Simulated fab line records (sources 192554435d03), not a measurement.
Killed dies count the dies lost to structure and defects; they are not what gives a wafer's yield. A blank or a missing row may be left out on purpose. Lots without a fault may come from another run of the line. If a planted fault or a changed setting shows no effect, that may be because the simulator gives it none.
fab line records ; flow n5-finfet
[record] lots = 24; wafers = 72; last-day = 17
route steps=1938 shown BEOL_M8@1386 BEOL_M9@1401 BEOL_M10@1472
lots untouched by any fault: they come from a run of this same line in which no faults occurred
start-h: start of the lot's first displayed wafer, in hours after the record's first day ; wait-h: hours elapsed since this lot's preceding step ; " identical to the entry in the row above ; L1.1+2: a row that stands for several wafers ; - no value, or no start given ; * or withheld: withheld ; < > ~ a bound
route shown NAME@n: NAME is a module with steps in the file, n the number in the route of the first one ; usual: average and standard deviation across the fault-free wafers ; same: alike in all rows ; chamber/n: place in a boat ; sites: each site's reading ; _std_site: the standard deviation of these ; _edge_site: inner sites' mean taken away from outer sites' mean ; radius-mm: for every site, how far away it sits from the centre of the wafer ; mask NAME#n: copy n ; behind: the tool/chamber that last shaped the wafer ; hold: the reason the lot was held/the length of the hold in hours/how it ended ; device: the transistor (n, p or np) that didn't switch ; end of line: tests of these same wafers at the route's end ; a step given without rows: its recipe and nothing more ; killed: count of dies lost to structure and defects at first sort (not the wafer's yield) ; map: shows each die of a wafer: x if killed, . if not, _ if none is there
set.NAME: the run value of the setting; set.NAME@STEP: its run value at that earlier step ; model.NAME: the simulator's own value behind a step, which no gauge read
the route's steps for a sample of lots (tables are steps, rows are wafers)
services: the hour from which a tool's chamber was out of use, counted from the record's first day as start-h (under 0 if before that day), plus the number of hours and why
[[steps]]
[step N5_BEOL_M8_CURE_75]
[recipe] temp-c = 370; time-s = 120; ambient = DMADMS/He; material = SiCOH_lowk
[usual] lamp-power-pct = 52.31/0.057; wafer_temp_C_max = 371.8/0.59
lot.wafer;tool;chamber;start-h;wait-h;lamp-power-pct;wafer_temp_C_max
L074.1;uv-cure-01;1;192.34;0.0;52.36;371.9
L074.4;uv-cure-01;1;192.34;0.0;52.32;371.9
L074.6;uv-cure-01;1;192.34;0.0;52.29;372.4
L075.1;uv-cure-01;2;203.66;0.2;52.40;371.4
L075.2;uv-cure-01;2;203.66;0.2;52.34;372.0
L075.4;uv-cure-01;2;203.66;0.2;52.32;371.5
L078.1;uv-cure-02;0;210.83;0.2;52.36;371.5
L078.3;uv-cure-02;0;210.83;0.2;52.35;371.2
L078.5;uv-cure-02;0;210.83;0.2;52.35;371.2
L077.2;uv-cure-02;0;214.18;0.1;52.32;371.1
L077.3;uv-cure-02;0;214.18;0.1;52.40;371.4
L077.4;uv-cure-02;0;214.18;0.1;52.30;370.9
L076.1;uv-cure-02;0;217.58;0.0;52.27;370.8
L076.3;uv-cure-02;0;217.58;0.0;52.28;370.8
L076.5;uv-cure-02;0;217.58;0.0;52.33;370.8
L079.1;uv-cure-02;0;220.97;0.0;52.30;371.0
L079.2;uv-cure-02;0;220.97;0.0;52.35;370.9
L079.4;uv-cure-02;0;220.97;0.0;52.25;371.3
L080.2;uv-cure-03;0;232.22;0.1;52.26;371.9
L080.4;uv-cure-03;0;232.22;0.1;52.38;372.0
L080.5;uv-cure-03;0;232.22;0.1;52.34;372.0
L081.1;uv-cure-03;1;239.81;0.0;52.30;372.7
L081.5;uv-cure-03;1;239.81;0.0;52.29;372.4
L081.6;uv-cure-03;1;239.81;0.0;52.25;372.8
L083.2;uv-cure-02;0;239.99;0.1;52.30;370.9
L083.4;uv-cure-02;0;239.99;0.1;52.43;371.7
L083.6;uv-cure-02;0;239.99;0.1;52.22;371.4
L082.1;uv-cure-03;0;247.83;0.0;52.38;372.2
L082.4;uv-cure-03;0;247.83;0.0;52.41;372.2
L082.6;uv-cure-03;0;247.83;0.0;52.31;371.8
L084.1;uv-cure-01;0;250.49;0.0;52.31;371.2
L084.2;uv-cure-01;0;250.49;0.0;52.35;372.2
L084.3;uv-cure-01;0;250.49;0.0;52.42;371.3
L085.2;uv-cure-02;0;268.53;0.1;52.37;371.3
L085.3;uv-cure-02;0;268.53;0.1;52.35;371.2
L085.6;uv-cure-02;0;268.53;0.1;52.21;371.5
L086.3;uv-cure-03;0;275.06;0.1;52.35;372.8
L086.4;uv-cure-03;0;275.06;0.1;52.38;373.1
L086.6;uv-cure-03;0;275.06;0.1;52.37;373.2
L087.1;uv-cure-02;0;275.21;0.2;52.33;370.9
L087.2;uv-cure-02;0;275.21;0.2;52.40;371.4
L087.5;uv-cure-02;0;275.21;0.2;52.35;370.8
L089.1;uv-cure-01;2;280.50;0.0;52.30;371.4
L089.3;uv-cure-01;2;280.50;0.0;52.38;371.7
L089.4;uv-cure-01;2;280.50;0.0;52.24;371.9
L088.3;uv-cure-03;1;280.67;0.1;52.27;372.3
L088.4;uv-cure-03;1;280.67;0.1;52.25;372.9
L088.6;uv-cure-03;1;280.67;0.1;52.25;372.0
L090.2;uv-cure-01;1;300.24;0.1;52.39;371.9
L090.5;uv-cure-01;1;300.24;0.1;52.23;372.6
L090.6;uv-cure-01;1;300.24;0.1;52.18;371.5
L091.1;uv-cure-02;2;315.55;0.0;52.34;372.0
L091.4;uv-cure-02;2;315.55;0.0;52.25;371.4
L091.5;uv-cure-02;2;315.55;0.0;52.26;371.6
L092.1;uv-cure-01;2;315.83;0.2;52.35;371.7
L092.2;uv-cure-01;2;315.83;0.2;52.33;371.2
L092.5;uv-cure-01;2;315.83;0.2;52.24;371.7
L093.1;uv-cure-01;2;318.16;0.5;52.26;372.1
L093.3;uv-cure-01;2;318.16;0.5;52.29;371.5
L093.4;uv-cure-01;2;318.16;0.5;52.28;371.6
L095.1;uv-cure-01;2;328.06;0.5;52.37;372.0
L095.2;uv-cure-01;2;328.06;0.5;52.23;371.4
L095.3;uv-cure-01;2;328.06;0.5;52.31;372.8
L094.2;uv-cure-02;0;329.62;0.1;52.36;371.9
L094.3;uv-cure-02;0;329.62;0.1;52.29;371.4
L094.6;uv-cure-02;0;329.62;0.1;52.23;371.2
L096.1;uv-cure-03;0;335.44;0.1;52.30;372.3
L096.4;uv-cure-03;0;335.44;0.1;52.31;371.9
L096.5;uv-cure-03;0;335.44;0.1;52.19;372.1
L097.2;uv-cure-02;1;345.90;0.1;52.33;371.7
L097.4;uv-cure-02;1;345.90;0.1;52.32;371.6
L097.5;uv-cure-02;1;345.90;0.1;52.31;372.0
[step N5_BEOL_M8_DEGAS_44]
[recipe] ambient = vacuum; temp-c = 250; time-s = 60
[usual] heater-power-w = 316/29
lot.wafer;tool;chamber;start-h;wait-h;heater-power-w
L074.1;pvd-sputter-01;-;193.15;0.8;312
L074.4;pvd-sputter-01;-;193.15;0.8;272
L074.6;pvd-sputter-01;-;193.15;0.8;304
L075.1;pvd-sputter-03;-;204.21;0.5;341
L075.2;pvd-sputter-03;-;204.21;0.5;318
L075.4;pvd-sputter-03;-;204.21;0.5;328
L078.1;pvd-sputter-01;-;211.22;0.3;267
L078.3;pvd-sputter-01;-;211.22;0.3;353
L078.5;pvd-sputter-01;-;211.22;0.3;316
L077.2;pvd-sputter-03;-;214.65;0.4;310
L077.3;pvd-sputter-03;-;214.65;0.4;353
L077.4;pvd-sputter-03;-;214.65;0.4;328
L076.1;pvd-sputter-02;-;218.16;0.5;292
L076.3;pvd-sputter-02;-;218.16;0.5;283
L076.5;pvd-sputter-02;-;218.16;0.5;320
L079.1;pvd-sputter-02;-;221.70;0.7;387
L079.2;pvd-sputter-02;-;221.70;0.7;298
L079.4;pvd-sputter-02;-;221.70;0.7;309
L080.2;pvd-sputter-01;-;232.49;0.2;340
L080.4;pvd-sputter-01;-;232.49;0.2;266
L080.5;pvd-sputter-01;-;232.49;0.2;349
L081.1;pvd-sputter-03;-;240.14;0.3;327
L081.5;pvd-sputter-03;-;240.14;0.3;307
L081.6;pvd-sputter-03;-;240.14;0.3;347
L083.2;pvd-sputter-03;-;240.31;0.3;316
L083.4;pvd-sputter-03;-;240.31;0.3;345
L083.6;pvd-sputter-03;-;240.31;0.3;325
L082.1;pvd-sputter-03;-;248.35;0.5;302
L082.4;pvd-sputter-03;-;248.35;0.5;348
L082.6;pvd-sputter-03;-;248.35;0.5;351
L084.1;pvd-sputter-03;-;251.19;0.7;305
L084.2;pvd-sputter-03;-;251.19;0.7;310
L084.3;pvd-sputter-03;-;251.19;0.7;339
L085.2;pvd-sputter-02;-;269.11;0.5;392
L085.3;pvd-sputter-02;-;269.11;0.5;282
L085.6;pvd-sputter-02;-;269.11;0.5;311
L086.3;pvd-sputter-03;-;275.40;0.3;342
L086.4;pvd-sputter-03;-;275.40;0.3;300
L086.6;pvd-sputter-03;-;275.40;0.3;305
L087.1;pvd-sputter-01;-;275.68;0.4;278
L087.2;pvd-sputter-01;-;275.68;0.4;308
L087.5;pvd-sputter-01;-;275.68;0.4;307
L089.1;pvd-sputter-02;-;281.02;0.5;278
L089.3;pvd-sputter-02;-;281.02;0.5;393
L089.4;pvd-sputter-02;-;281.02;0.5;311
L088.3;pvd-sputter-02;-;281.10;0.4;290
L088.4;pvd-sputter-02;-;281.10;0.4;283
L088.6;pvd-sputter-02;-;281.10;0.4;290
L090.2;pvd-sputter-03;-;300.63;0.3;325
L090.5;pvd-sputter-03;-;300.63;0.3;319
L090.6;pvd-sputter-03;-;300.63;0.3;322
L091.1;pvd-sputter-03;-;315.88;0.3;320
L091.4;pvd-sputter-03;-;315.88;0.3;348
L091.5;pvd-sputter-03;-;315.88;0.3;328
L092.1;pvd-sputter-03;-;316.22;0.3;340
L092.2;pvd-sputter-03;-;316.22;0.3;323
L092.5;pvd-sputter-03;-;316.22;0.3;344
L093.1;pvd-sputter-03;-;318.56;0.3;311
L093.3;pvd-sputter-03;-;318.56;0.3;328
L093.4;pvd-sputter-03;-;318.56;0.3;318
L095.1;pvd-sputter-03;-;328.38;0.3;324
L095.2;pvd-sputter-03;-;328.38;0.3;314
L095.3;pvd-sputter-03;-;328.38;0.3;351
L094.2;pvd-sputter-03;-;330.14;0.4;305
L094.3;pvd-sputter-03;-;330.14;0.4;315
L094.6;pvd-sputter-03;-;330.14;0.4;316
L096.1;pvd-sputter-01;-;336.08;0.5;315
L096.4;pvd-sputter-01;-;336.08;0.5;260
L096.5;pvd-sputter-01;-;336.08;0.5;356
L097.2;pvd-sputter-01;-;346.27;0.3;279
L097.4;pvd-sputter-01;-;346.27;0.3;266
L097.5;pvd-sputter-01;-;346.27;0.3;309
[step N5_BEOL_M8_ALD_77]
[recipe] material = TaN; target-thk-a = 20; temp-c = 275; ald-precursor-family = PDMAT; ald-co-reactant = NH3; pressure-torr = 3; carrier-flow-sccm = 1500; pulse-time-s = 2; purge-time-s = 3; co-reactant-purge-time-s = 2; co-reactant-pulse-time-s = 3; ald-cycles = 40; precursor-vessel-temp-c = 75; precursor-vessel-pressure-torr = 26.25; precursor-vessel-carrier-sccm = 1000
[usual] heater-power-outer-w = 221/22; heater-power-w = 402/32
lot.wafer;tool;chamber;start-h;wait-h;heater-power-outer-w;heater-power-w
L074.1;ald-metal-01;2;193.32;0.1;211;415
L074.4;ald-metal-01;0;193.32;0.1;221;398
L074.6;ald-metal-01;3;193.32;0.1;207;404
L075.1;ald-metal-03;1;204.31;0.0;240;432
L075.2;ald-metal-03;2;204.31;0.0;226;409
L075.4;ald-metal-03;3;204.31;0.0;272;429
L078.1;ald-metal-04;2;211.32;0.0;230;425
L078.3;ald-metal-04;0;211.32;0.0;221;390
L078.5;ald-metal-04;2;211.32;0.0;228;416
L077.2;ald-metal-04;0;214.85;0.1;221;395
L077.3;ald-metal-04;1;214.85;0.1;228;371
L077.4;ald-metal-04;2;214.85;0.1;231;418
L076.1;ald-metal-04;0;218.28;0.1;219;390
L076.3;ald-metal-04;3;218.28;0.1;203;378
L076.5;ald-metal-04;1;218.28;0.1;222;375
L079.1;ald-metal-03;3;221.84;0.1;272;441
L079.2;ald-metal-03;0;221.84;0.1;232;425
L079.4;ald-metal-03;2;221.84;0.1;222;410
L080.2;ald-metal-01;0;232.59;0.0;214;398
L080.4;ald-metal-01;1;232.59;0.0;172;323
L080.5;ald-metal-01;2;232.59;0.0;210;410
L081.1;ald-metal-03;2;240.24;0.0;222;404
L081.5;ald-metal-03;0;240.24;0.0;226;440
L081.6;ald-metal-03;3;240.24;0.0;261;433
L083.2;ald-metal-01;2;240.41;0.0;214;408
L083.4;ald-metal-01;0;240.41;0.0;223;392
L083.6;ald-metal-01;3;240.41;0.0;203;394
L082.1;ald-metal-03;2;248.45;0.0;221;405
L082.4;ald-metal-03;1;248.45;0.0;242;439
L082.6;ald-metal-03;2;248.45;0.0;224;415
L084.1;ald-metal-04;2;251.52;0.3;227;422
L084.2;ald-metal-04;1;251.52;0.3;223;377
L084.3;ald-metal-04;0;251.52;0.3;218;381
L085.2;ald-metal-04;2;269.44;0.3;227;427
L085.3;ald-metal-04;1;269.44;0.3;228;380
L085.6;ald-metal-04;0;269.44;0.3;216;380
L086.3;ald-metal-01;1;275.50;0.0;172;323
L086.4;ald-metal-01;3;275.50;0.0;207;405
L086.6;ald-metal-01;0;275.50;0.0;214;400
L087.1;ald-metal-01;0;275.78;0.0;213;396
L087.2;ald-metal-01;2;275.78;0.0;212;411
L087.5;ald-metal-01;1;275.78;0.0;169;313
L089.1;ald-metal-04;3;281.12;0.0;207;383
L089.3;ald-metal-04;2;281.12;0.0;229;409
L089.4;ald-metal-04;0;281.12;0.0;219;386
L088.3;ald-metal-01;0;281.22;0.1;219;414
L088.4;ald-metal-01;3;281.22;0.1;205;403
L088.6;ald-metal-01;0;281.22;0.1;221;402
L090.2;ald-metal-04;0;300.75;0.1;219;386
L090.5;ald-metal-04;2;300.75;0.1;230;421
L090.6;ald-metal-04;1;300.75;0.1;222;376
L091.1;ald-metal-01;2;315.98;0.0;218;409
L091.4;ald-metal-01;0;315.98;0.0;212;404
L091.5;ald-metal-01;2;315.98;0.0;216;411
L092.1;ald-metal-03;3;316.32;0.0;267;441
L092.2;ald-metal-03;1;316.32;0.0;238;439
L092.5;ald-metal-03;3;316.32;0.0;265;436
L093.1;ald-metal-03;2;318.66;0.0;219;403
L093.3;ald-metal-03;0;318.66;0.0;231;443
L093.4;ald-metal-03;1;318.66;0.0;240;438
L095.1;ald-metal-01;2;328.48;0.0;208;402
L095.2;ald-metal-01;0;328.48;0.0;212;400
L095.3;ald-metal-01;3;328.48;0.0;207;401
L094.2;ald-metal-04;0;330.28;0.1;221;391
L094.3;ald-metal-04;2;330.28;0.1;228;423
L094.6;ald-metal-04;0;330.28;0.1;223;390
L096.1;ald-metal-03;3;336.18;0.0;270;443
L096.4;ald-metal-03;1;336.18;0.0;239;446
L096.5;ald-metal-03;0;336.18;0.0;240;427
L097.2;ald-metal-03;0;346.37;0.0;234;424
L097.4;ald-metal-03;2;346.37;0.0;222;418
L097.5;ald-metal-03;3;346.37;0.0;260;450
[step N5_BEOL_M8_ANNEAL_51]
[recipe] temp-c = 225; time-s = 90; ambient = N2
[usual] wafer_temp_C_max = 226.16/0.25
lot.wafer;tool;chamber;start-h;wait-h;wafer_temp_C_max
L074.1;rtp-anneal-01;0;194.08;0.1;226.49
L074.4;rtp-anneal-01;0;194.08;0.1;225.96
L074.6;rtp-anneal-01;0;194.08;0.1;225.97
L075.1;rtp-anneal-02;0;205.10;0.1;226.27
L075.2;rtp-anneal-02;0;205.10;0.1;226.22
L075.4;rtp-anneal-02;0;205.10;0.1;226.25
L078.1;rtp-anneal-01;0;213.66;0.1;226.36
L078.3;rtp-anneal-01;0;213.66;0.1;225.81
L078.5;rtp-anneal-01;0;213.66;0.1;226.37
L077.2;rtp-anneal-01;0;217.41;0.2;225.92
L077.3;rtp-anneal-01;0;217.41;0.2;226.06
L077.4;rtp-anneal-01;0;217.41;0.2;226.57
L076.1;rtp-anneal-01;0;219.39;0.4;226.39
L076.3;rtp-anneal-01;0;219.39;0.4;225.98
L076.5;rtp-anneal-01;0;219.39;0.4;226.32
L079.1;rtp-anneal-01;0;222.74;0.1;226.05
L079.2;rtp-anneal-01;0;222.74;0.1;225.90
L079.4;rtp-anneal-01;0;222.74;0.1;225.99
L080.2;rtp-anneal-02;0;233.67;0.2;225.98
L080.4;rtp-anneal-02;0;233.67;0.2;226.07
L080.5;rtp-anneal-02;0;233.67;0.2;226.45
L081.1;rtp-anneal-01;0;241.87;0.1;226.21
L081.5;rtp-anneal-01;0;241.87;0.1;226.20
L081.6;rtp-anneal-01;0;241.87;0.1;226.18
L083.2;rtp-anneal-02;0;242.08;0.1;226.17
L083.4;rtp-anneal-02;0;242.08;0.1;226.75
L083.6;rtp-anneal-02;0;242.08;0.1;226.00
L082.1;rtp-anneal-02;0;249.69;0.2;226.27
L082.4;rtp-anneal-02;0;249.69;0.2;226.26
L082.6;rtp-anneal-02;0;249.69;0.2;226.28
L084.1;rtp-anneal-02;0;252.56;0.1;226.54
L084.2;rtp-anneal-02;0;252.56;0.1;225.87
L084.3;rtp-anneal-02;0;252.56;0.1;225.89
L085.2;rtp-anneal-01;0;270.93;0.1;226.17
L085.3;rtp-anneal-01;0;270.93;0.1;226.34
L085.6;rtp-anneal-01;0;270.93;0.1;226.33
L086.3;rtp-anneal-02;0;276.45;0.1;225.95
L086.4;rtp-anneal-02;0;276.45;0.1;226.25
L086.6;rtp-anneal-02;0;276.45;0.1;225.72
L087.1;rtp-anneal-02;0;276.63;0.1;225.85
L087.2;rtp-anneal-02;0;276.63;0.1;226.41
L087.5;rtp-anneal-02;0;276.63;0.1;225.91
L089.1;rtp-anneal-02;0;282.00;0.1;226.26
L089.3;rtp-anneal-02;0;282.00;0.1;226.16
L089.4;rtp-anneal-02;0;282.00;0.1;226.18
L088.3;rtp-anneal-01;0;282.36;0.4;226.37
L088.4;rtp-anneal-01;0;282.36;0.4;226.30
L088.6;rtp-anneal-01;0;282.36;0.4;226.08
L090.2;rtp-anneal-02;0;301.50;0.1;226.26
L090.5;rtp-anneal-02;0;301.50;0.1;226.47
L090.6;rtp-anneal-02;0;301.50;0.1;226.14
L091.1;rtp-anneal-01;0;316.84;0.1;226.16
L091.4;rtp-anneal-01;0;316.84;0.1;226.03
L091.5;rtp-anneal-01;0;316.84;0.1;226.02
L092.1;rtp-anneal-02;0;317.52;0.2;225.85
L092.2;rtp-anneal-02;0;317.52;0.2;225.61
L092.5;rtp-anneal-02;0;317.52;0.2;226.04
L093.1;rtp-anneal-02;0;319.68;0.1;225.99
L093.3;rtp-anneal-02;0;319.68;0.1;226.22
L093.4;rtp-anneal-02;0;319.68;0.1;226.23
L095.1;rtp-anneal-01;0;329.28;0.1;226.23
L095.2;rtp-anneal-01;0;329.28;0.1;226.05
L095.3;rtp-anneal-01;0;329.28;0.1;225.81
L094.2;rtp-anneal-02;0;332.58;0.1;225.76
L094.3;rtp-anneal-02;0;332.58;0.1;226.03
L094.6;rtp-anneal-02;0;332.58;0.1;225.91
L096.1;rtp-anneal-02;0;338.05;0.1;225.98
L096.4;rtp-anneal-02;0;338.05;0.1;225.52
L096.5;rtp-anneal-02;0;338.05;0.1;225.94
L097.2;rtp-anneal-01;0;347.78;0.5;226.59
L097.4;rtp-anneal-01;0;347.78;0.5;226.06
L097.5;rtp-anneal-01;0;347.78;0.5;226.10
[step N5_BEOL_M9_ILD_DEP_00]
[recipe] material = SiCOH_lowk; target-thk-a = 3085.1; temp-c = 300; precursor = DEMS/porogen; pressure-torr = 5; rf-w = 500; time-s = 58
[usual] heater-power-outer-w = 147/29; heater-power-w = 313/29; showerhead-plenum-p-Torr = 5.740/0.014; throttle-valve-pct = 14.3/1.1
lot.wafer;tool;chamber;start-h;wait-h;heater-power-outer-w;heater-power-w;showerhead-plenum-p-Torr;throttle-valve-pct
L074.1;pecvd-01;0;194.91;0.0;134;288;5.728;14.0
L074.4;pecvd-01;1;194.91;0.0;190;337;5.732;15.3
L074.6;pecvd-01;2;194.91;0.0;101;259;5.741;12.4
L075.1;pecvd-04;1;205.89;0.0;157;347;5.738;16.2
L075.2;pecvd-04;0;205.89;0.0;90;264;5.751;13.9
L075.4;pecvd-04;1;205.89;0.0;163;364;5.751;16.2
L078.1;pecvd-03;2;214.44;0.0;152;316;5.734;13.7
L078.3;pecvd-03;1;214.44;0.0;175;325;5.746;14.5
L078.5;pecvd-03;1;214.44;0.0;177;348;5.749;14.8
L077.2;pecvd-03;1;218.15;0.0;152;296;5.750;14.7
L077.3;pecvd-03;0;218.15;0.0;168;336;5.760;14.8
L077.4;pecvd-03;0;218.15;0.0;174;338;5.774;14.7
L076.1;pecvd-04;1;220.19;0.0;143;331;5.735;16.1
L076.3;pecvd-04;1;220.19;0.0;145;329;5.736;16.1
L076.5;pecvd-04;0;220.19;0.0;109;288;5.711;13.8
L079.1;pecvd-01;0;223.52;0.0;117;269;5.737;14.0
L079.2;pecvd-01;2;223.52;0.0;140;314;5.727;12.8
L079.4;pecvd-01;1;223.52;0.0;179;329;5.737;15.0
L080.2;pecvd-01;1;234.41;0.0;150;286;5.736;15.0
L080.4;pecvd-01;2;234.41;0.0;140;313;5.742;12.5
L080.5;pecvd-01;1;234.41;0.0;159;307;5.716;15.2
L081.1;pecvd-03;2;242.66;0.0;146;318;5.741;13.5
L081.5;pecvd-03;1;242.66;0.0;183;337;5.734;14.9
L081.6;pecvd-03;0;242.66;0.0;201;367;5.774;15.0
L083.2;pecvd-04;2;242.82;0.0;119;287;5.745;12.4
L083.4;pecvd-04;0;242.82;0.0;126;305;5.733;13.8
L083.6;pecvd-04;1;242.82;0.0;163;353;5.743;16.3
L082.1;pecvd-04;1;250.47;0.0;170;352;5.735;16.2
L082.4;pecvd-04;0;250.47;0.0;75;237;5.717;13.7
L082.6;pecvd-04;1;250.47;0.0;112;286;5.730;15.9
L084.1;pecvd-03;2;253.37;0.0;104;267;5.749;13.4
L084.2;pecvd-03;0;253.37;0.0;199;372;5.769;14.7
L084.3;pecvd-03;1;253.37;0.0;157;304;5.740;15.0
L085.2;pecvd-01;1;271.80;0.0;148;288;5.744;15.6
L085.3;pecvd-01;0;271.80;0.0;146;299;5.737;13.9
L085.6;pecvd-01;1;271.80;0.0;160;300;5.728;15.1
L086.3;pecvd-04;2;277.15;0.0;125;299;5.728;12.5
L086.4;pecvd-04;2;277.15;0.0;133;314;5.743;12.7
L086.6;pecvd-04;1;277.15;0.0;131;312;5.734;15.8
L087.1;pecvd-01;1;277.43;0.0;175;334;5.727;15.3
L087.2;pecvd-01;2;277.43;0.0;112;273;5.714;12.6
L087.5;pecvd-01;2;277.43;0.0;128;297;5.717;13.0
L089.1;pecvd-03;0;282.81;0.1;173;344;5.754;14.9
L089.3;pecvd-03;1;282.81;0.1;178;339;5.742;14.4
L089.4;pecvd-03;1;282.81;0.1;183;331;5.747;14.8
L088.3;pecvd-03;1;283.05;0.0;163;314;5.738;14.8
L088.4;pecvd-03;2;283.05;0.0;142;321;5.736;13.5
L088.6;pecvd-03;0;283.05;0.0;179;357;5.766;15.0
L090.2;pecvd-01;1;302.27;0.1;171;324;5.738;15.2
L090.5;pecvd-01;1;302.27;0.1;186;335;5.727;15.4
L090.6;pecvd-01;1;302.27;0.1;191;346;5.736;14.9
L091.1;pecvd-01;1;317.63;0.0;179;325;5.713;15.2
L091.4;pecvd-01;0;317.63;0.0;146;304;5.725;14.1
L091.5;pecvd-01;2;317.63;0.0;121;284;5.723;12.6
L092.1;pecvd-04;2;318.31;0.0;153;334;5.735;12.6
L092.2;pecvd-04;1;318.31;0.0;148;327;5.740;16.1
L092.5;pecvd-04;1;318.31;0.0;148;340;5.754;16.0
L093.1;pecvd-03;1;320.47;0.0;166;323;5.756;14.7
L093.3;pecvd-03;0;320.47;0.0;179;338;5.764;14.8
L093.4;pecvd-03;1;320.47;0.0;172;325;5.735;14.6
L095.1;pecvd-01;1;330.08;0.0;160;306;5.728;15.2
L095.2;pecvd-01;2;330.08;0.0;151;333;5.720;12.8
L095.3;pecvd-01;0;330.08;0.0;147;306;5.742;13.8
L094.2;pecvd-01;1;333.33;0.0;191;337;5.726;15.3
L094.3;pecvd-01;0;333.33;0.0;115;272;5.736;13.9
L094.6;pecvd-01;0;333.33;0.0;120;271;5.739;14.1
L096.1;pecvd-04;1;338.84;0.0;135;315;5.737;16.2
L096.4;pecvd-04;2;338.84;0.0;178;368;5.738;12.5
L096.5;pecvd-04;1;338.84;0.0;145;326;5.742;16.2
L097.2;pecvd-04;0;348.63;0.0;117;296;5.730;14.1
L097.4;pecvd-04;2;348.63;0.0;123;287;5.746;12.6
L097.5;pecvd-04;1;348.63;0.0;154;345;5.744;16.1
[step N5_BEOL_M10_THK_MEAS_01]
[recipe] reads = SiCOH_lowk_of_BEOL_M10_ILD_DEP_00
[usual] M10_ILD_THK = 267/3.7
lot.wafer;tool;chamber;start-h;wait-h;M10_ILD_THK[nm]
L074.1;film-metro-01;-;203.70;0.4;267
L074.4;film-metro-01;-;203.70;0.4;268
L074.6;film-metro-01;-;203.70;0.4;271
L075.1;film-metro-01;-;213.10;0.4;265
L075.2;film-metro-01;-;213.10;0.4;267
L075.4;film-metro-01;-;213.10;0.4;264
L078.1;film-metro-02;-;223.88;0.4;263
L078.3;film-metro-02;-;223.88;0.4;265
L078.5;film-metro-02;-;223.88;0.4;270
L077.2;film-metro-01;-;225.73;0.4;261
L077.3;film-metro-01;-;225.73;0.4;269
L077.4;film-metro-01;-;225.73;0.4;264
L076.1;film-metro-02;-;229.20;0.4;261
L076.3;film-metro-02;-;229.20;0.4;270
L076.5;film-metro-02;-;229.20;0.4;264
L079.1;film-metro-01;-;232.18;0.4;261
L079.2;film-metro-01;-;232.18;0.4;260
L079.4;film-metro-01;-;232.18;0.4;262
L080.2;film-metro-02;-;242.71;0.4;262
L080.4;film-metro-02;-;242.71;0.4;266
L080.5;film-metro-02;-;242.71;0.4;266
L081.1;film-metro-02;-;249.11;0.4;263
L081.5;film-metro-02;-;249.11;0.4;271
L081.6;film-metro-02;-;249.11;0.4;268
L083.2;film-metro-01;-;251.46;0.4;262
L083.4;film-metro-01;-;251.46;0.4;265
L083.6;film-metro-01;-;251.46;0.4;264
L082.1;film-metro-02;-;258.58;0.4;267
L082.4;film-metro-02;-;258.58;0.4;266
L082.6;film-metro-02;-;258.58;0.4;269
L084.1;film-metro-01;-;263.58;0.4;266
L084.2;film-metro-01;-;263.58;0.4;265
L084.3;film-metro-01;-;263.58;0.4;262
L085.2;film-metro-02;-;282.41;0.4;269
L085.3;film-metro-02;-;282.41;0.4;269
L085.6;film-metro-02;-;282.41;0.4;273
L087.1;film-metro-02;-;291.67;0.4;270
L087.2;film-metro-02;-;291.67;0.4;272
L087.5;film-metro-02;-;291.67;0.4;275
L086.3;film-metro-02;-;292.15;0.3;265
L086.4;film-metro-02;-;292.15;0.3;267
L086.6;film-metro-02;-;292.15;0.3;264
L088.3;film-metro-02;-;292.54;0.3;267
L088.4;film-metro-02;-;292.54;0.3;269
L088.6;film-metro-02;-;292.54;0.3;265
L089.1;film-metro-01;-;292.67;0.4;260
L089.3;film-metro-01;-;292.67;0.4;264
L089.4;film-metro-01;-;292.67;0.4;269
L090.2;film-metro-01;-;314.40;0.4;265
L090.5;film-metro-01;-;314.40;0.4;264
L090.6;film-metro-01;-;314.40;0.4;268
L091.1;film-metro-01;-;328.57;0.8;263
L091.4;film-metro-01;-;328.57;0.8;270
L091.5;film-metro-01;-;328.57;0.8;271
L093.1;film-metro-02;-;331.16;0.4;266
L093.3;film-metro-02;-;331.16;0.4;267
L093.4;film-metro-02;-;331.16;0.4;272
L092.1;film-metro-01;-;335.47;0.8;267
L092.2;film-metro-01;-;335.47;0.8;265
L092.5;film-metro-01;-;335.47;0.8;272
L095.1;film-metro-02;-;338.48;0.8;261
L095.2;film-metro-02;-;338.48;0.8;263
L095.3;film-metro-02;-;338.48;0.8;263
L094.2;film-metro-01;-;342.13;0.4;268
L094.3;film-metro-01;-;342.13;0.4;268
L094.6;film-metro-01;-;342.13;0.4;274
L096.1;film-metro-01;-;347.03;0.8;264
L096.4;film-metro-01;-;347.03;0.8;270
L096.5;film-metro-01;-;347.03;0.8;270
L097.2;film-metro-01;-;355.48;0.4;261
L097.4;film-metro-01;-;355.48;0.4;267
L097.5;film-metro-01;-;355.48;0.4;265
[[services]]
tool;chamber;start-h;hours;kind
uv-cure-01;-;189.10;0.4;repair
pecvd-03;-;196.97;0.5;repair
pecvd-04;2;202.38;-;clean
pecvd-04;2;202.38;-;consumable-replace:showerhead
pecvd-04;2;202.38;29.0;scheduled-down
pecvd-04;2;202.38;29.0;vent-cycle
ald-metal-04;2;203.07;3.3;repair
ald-metal-01;-;212.84;6.0;pm
pecvd-01;2;225.97;5.5;scheduled-down
pecvd-04;2;233.64;5.5;scheduled-down
uv-cure-01;-;237.49;3.4;pm
ald-metal-03;1;258.04;8.2;repair
uv-cure-03;-;258.84;0.5;repair
pecvd-01;0;275.08;15.7;repair
ald-metal-03;-;281.58;1.9;repair
pvd-sputter-02;-;288.44;40.3;repair
pecvd-01;0;291.87;11.2;repair
pecvd-04;-;295.33;1.2;repair
ald-metal-04;-;337.25;14.0;pm
ald-metal-04;0;337.25;14.0;vent-cycle
ald-metal-04;1;337.25;14.0;vent-cycle
pecvd-03;-;343.35;14.6;pm
ald-metal-01;-;345.33;14.6;pm
pecvd-01;-;348.09;1.2;repair
[[key]]
fault none
